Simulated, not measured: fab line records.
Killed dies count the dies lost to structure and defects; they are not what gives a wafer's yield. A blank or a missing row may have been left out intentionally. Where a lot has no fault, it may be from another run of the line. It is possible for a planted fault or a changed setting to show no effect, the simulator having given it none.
A struck lot beside a sound one -- flow n5-finfet -- 29 out of 1938 route steps
Sound: the wafers L634.1, L634.3, L634.4. Struck: wafer L639.3; the same lot's L639.6 was not struck, so it is left out; see the end for the cause.
Per side, at each step with rows, come the tool, then ch with its chambers, and then its first start. Under that, the readings that differ: sound wafers -- struck wafers -- difference of the means -- sigmas: that difference in standard deviations of wafers without a fault.
alike: same words and numbers on both sides, and readings whose means sit less than 2 such deviations apart. not compared: any withheld reading, any reading some wafer has no value for, any bound like >300 that may hide the same value, and any number with overlapping values for which the record gives no deviation.
A row with sigmas, a row that says differs or no value, or rows on one side alone: a step with any of these is where the two part. When numbers do not overlap yet have no deviation, they are printed without sigmas and do not part them. A reading missing from all wafers of one side parts the sides only when that side holds two or more wafers.

first, 5 steps without rows for these wafers: N5_BEOL_M12_SOFTBAKE_23 (time 60 s); N5_BEOL_M12_EXPOSE_25 (exposes mask M12); N5_BEOL_M12_PEB_26 (peb time 90 s); N5_BEOL_M12_DEVELOP_27 (develop time 45 s); N5_BEOL_M12_HARDBAKE_32 (time 120 s).
N5_BEOL_M12_CD_MEAS_28: target cd 160.2 nm.
  sound on cd-sem-02 ch 0, day 11 05:26; struck on cd-sem-03 ch 0, day 12 23:22
  alike: cd-nm
N5_BEOL_M12_OVL_MEAS_29:
  sound on overlay-01 ch 0, day 11 05:28; struck on overlay-02 ch 0, day 12 23:23
  alike: M12_OVL
N5_BEOL_M12_INSPECT_30: inspects for defects (macro).
  sound: defect-inspect-01 at day 11 05:29; struck: defect-inspect-02 at day 12 23:25
  alike: raw-defect-count
N5_BEOL_M12_DESCUM_33: chemistry O2, time 7.9 s.
  sound on rie-diel-01 ch 1,3, day 11 05:32; struck on rie-diel-01 ch 1, day 12 23:27
  alike: drypump-motor-current-A, oes-product-au, rf-vpp-V, showerhead-plenum-p-Torr, throttle-valve-pct
  not compared: rf-hours-counter-h
N5_BEOL_M12_ETCH_67: etches SiARC in CF4, target depth 143 nm, time 238.3 s.
  sound on rie-diel-01 ch 1,3, day 11 05:34; struck on rie-diel-01 ch 1, day 12 23:29
  alike: drypump-motor-current-A, etch-rf-on-time-s, oes-product-au, rf-vpp-V, showerhead-plenum-p-Torr, throttle-valve-pct
  not compared: rf-hours-counter-h
N5_BEOL_M12_ETCH_68: etches SOC in N2/H2, time 285 s.
  sound on rie-diel-01 ch 1,3, day 11 05:43; struck on rie-diel-01 ch 1, day 12 23:38
  alike: drypump-motor-current-A, oes-product-au, rf-vpp-V, showerhead-plenum-p-Torr, throttle-valve-pct
  not compared: rf-hours-counter-h
then, 1 step without rows for these wafers: N5_BEOL_M12_STRIP_69 (strips in N2/H2).
N5_BEOL_M12_TRENCH_ETCH_34: etches SiOC in C4F8/O2/Ar, target depth 318.95 nm, time 125.5 s.
  sound on rie-diel-01 ch 1,3, day 11 05:53; struck on rie-diel-01 ch 1, day 12 23:49
reading,sound,struck,difference,sigmas
throttle-valve-pct (%),24.63 23.81 24.60,23.84,-0.51,-2
model.etch.depth-nm (nm),310.4 310.8 311.6,304.6,-6.3,
  alike: drypump-motor-current-A, oes-product-au, rf-vpp-V, showerhead-plenum-p-Torr
  not compared: rf-hours-counter-h
then, 1 step without rows for these wafers: N5_BEOL_M12_STRIP_70 (strips in C4F8/O2/Ar).
N5_BEOL_M12_OCD_MEAS_35:
  sound: ocd-01 at day 11 06:02; struck: ocd-01 at day 12 23:58
  alike: trench-depth-nm
then, 1 step without rows for these wafers: N5_BEOL_M12_STRIP_37 (strips in N2/H2).
N5_BEOL_M12_ETCH_38: etches SiCN in CF4/N2, target depth 68.7 nm, time 73.4 s.
  sound on rie-diel-03 ch 1,2,3, day 11 10:32; struck on rie-diel-01 ch 1, day 13 03:29
reading,sound,struck,difference,sigmas
rf-hours-counter-h (h),205 88 141,245,+100,
  alike: drypump-motor-current-A, oes-product-au, rf-vpp-V, showerhead-plenum-p-Torr, throttle-valve-pct
then, 4 steps without rows for these wafers: N5_BEOL_M12_PRECLEAN_39 (cleans in residue remover, time 60 s); N5_BEOL_M12_SRD_40 (time 30 s, dry time 30 s); N5_BEOL_M12_DEGAS_41 (time 60 s); N5_BEOL_M12_PRE_CLEAN_42 (time 30 s).
N5_BEOL_M12_SPUTTER_43: material TaN, target thk 15 nm, time 24.19 s.
  sound: pvd-sputter-02 at day 11 11:01; struck: pvd-sputter-03 at day 13 03:52
  alike: bias-v, throttle-valve-pct
then, 4 steps without rows for these wafers: N5_BEOL_M12_SPUTTER_44 (material Ta, target thk 10 nm, time 16.13 s); N5_BEOL_M12_SPUTTER_45 (material Cu, target thk 80 nm, time 13.33 s); N5_BEOL_M12_ECD_47 (material Cu, target thk 720 nm); N5_BEOL_M12_ANNEAL_48 (time 90 s).
N5_BEOL_M12_CMP_49: polishes, stops on SiOC, t overpolish 20.6 s, target thk 320 nm.
  sound on cmp-02 ch 1,2,3, day 11 11:44; struck on cmp-03 ch 2, day 13 04:35
reading,sound,struck,difference,sigmas
overpolish-run-s (s),20.592 20.593 20.597,20.615,+0.021,+2
model.Cu_of_BEOL_M12_ECD_47.thk-nm (nm),312 312.2 311.8,305,-7,
  alike: barrier-field-endpoint-s, motor-current-A, retaining-ring-pressure-frac
N5_BEOL_M12_THK_MEAS_50: measures by xrf.
  sound: film-metro-02 at day 11 12:02; struck: film-metro-02 at day 13 04:53
  alike: M12_THK
N5_PASSIVATION_PROBE_49:
  the record has rows for the sound wafers here (prober-02, day 12 18:19) and none for the struck ones

## WHERE THEY PART
Earliest at N5_BEOL_M12_TRENCH_ETCH_34; latest, in this record, at N5_PASSIVATION_PROBE_49.

WHY: what had been put in by the simulator
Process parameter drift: rie-diel-01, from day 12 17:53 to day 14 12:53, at N5_BEOL_M12_TRENCH_ETCH_34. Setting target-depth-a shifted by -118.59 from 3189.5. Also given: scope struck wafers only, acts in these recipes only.
